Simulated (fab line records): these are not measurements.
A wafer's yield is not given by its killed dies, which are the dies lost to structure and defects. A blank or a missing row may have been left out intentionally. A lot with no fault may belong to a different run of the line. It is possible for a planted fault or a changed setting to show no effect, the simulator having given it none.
The tool behind it: which one? || flow nand_harc || 6 lots with 18 wafers sampled at 3 steps, on a route of 1302 steps

== WHAT EACH GAUGE READ, for each wafer ==
NHARC_A_BONDPAD_INSPECT_23.
{"lot": "L946", "measured": "day 24 14:44", "on": "defect_inspect-02", "raw_defect_count": "804 458 510"}
{"lot": "L948", "measured": "day 25 18:26", "on": "defect_inspect-01", "raw_defect_count": "454 502 419"}
{"lot": "L950", "measured": "day 26 19:04", "on": "defect_inspect-02", "raw_defect_count": "417 347 515"}
{"lot": "L955", "measured": "day 28 21:19", "on": "defect_inspect-02", "raw_defect_count": "443 488 496"}
{"lot": "L957", "measured": "day 29 03:20", "on": "defect_inspect-01", "raw_defect_count": "401 516 607"}
{"lot": "L965", "measured": "day 32 17:32", "on": "defect_inspect-01", "raw_defect_count": "581 535 806"}

== WHICH TOOL RAN EACH LOT (tool, then ch and the chambers of the sampled wafers, then the start) ==
{"lot": "L946", "NHARC_A_BONDPAD_DESCUM_11": "rie_diel-05 ch 0,1,2, day 24 11:58", "NHARC_A_BONDPAD_CMP_19": "cmp-02 ch 0,2,3, day 24 14:11"}
{"lot": "L948", "NHARC_A_BONDPAD_DESCUM_11": "rie_diel-03 ch 2,3, day 25 15:54", "NHARC_A_BONDPAD_CMP_19": "cmp-01 ch 0,1,3, day 25 17:59"}
{"lot": "L950", "NHARC_A_BONDPAD_DESCUM_11": "rie_diel-03 ch 0,1, day 26 16:26", "NHARC_A_BONDPAD_CMP_19": "cmp-01 ch 0,1,2, day 26 18:34"}
{"lot": "L955", "NHARC_A_BONDPAD_DESCUM_11": "rie_diel-05 ch 0,1,3, day 28 18:46", "NHARC_A_BONDPAD_CMP_19": "cmp-02 ch 1,3, day 28 20:49"}
{"lot": "L957", "NHARC_A_BONDPAD_DESCUM_11": "rie_diel-06 ch 0,2,3, day 29 00:46", "NHARC_A_BONDPAD_CMP_19": "cmp-04 ch 1,2,3, day 29 02:47"}
{"lot": "L965", "NHARC_A_BONDPAD_DESCUM_11": "rie_diel-03 ch 0,3, day 32 14:59", "NHARC_A_BONDPAD_CMP_19": "cmp-01 ch 0,2,3, day 32 17:02"}
- NHARC_A_BONDPAD_DESCUM_11: chemistry O2, time 3 s.
- NHARC_A_BONDPAD_CMP_19: polishes, t overpolish 30 s, cu recess touch 16 s, target thk 169.82 nm.

== THE ANSWER, worked out from the rows above alone ==
Rule: usual is defined by the lots themselves. The widest of any qualifying gaps counts: lots, ordered by their means at a reading, are off when they make up no more than a third of the lots, leave a main group of 4 or more, and stand apart from it by 3 or more times the standard deviation of that group's means. The tables above print the reading to a certain number of digits; a main group whose means all agree to those digits is not used. Also off: a lot with no number at a reading for which 4 or more lots have one. All remaining lots with rows at the step are treated as sound.
No lot is off on any of the readings shown, so nothing can be concluded from this.

== WHAT THE SIMULATOR HAD PUT IN ==
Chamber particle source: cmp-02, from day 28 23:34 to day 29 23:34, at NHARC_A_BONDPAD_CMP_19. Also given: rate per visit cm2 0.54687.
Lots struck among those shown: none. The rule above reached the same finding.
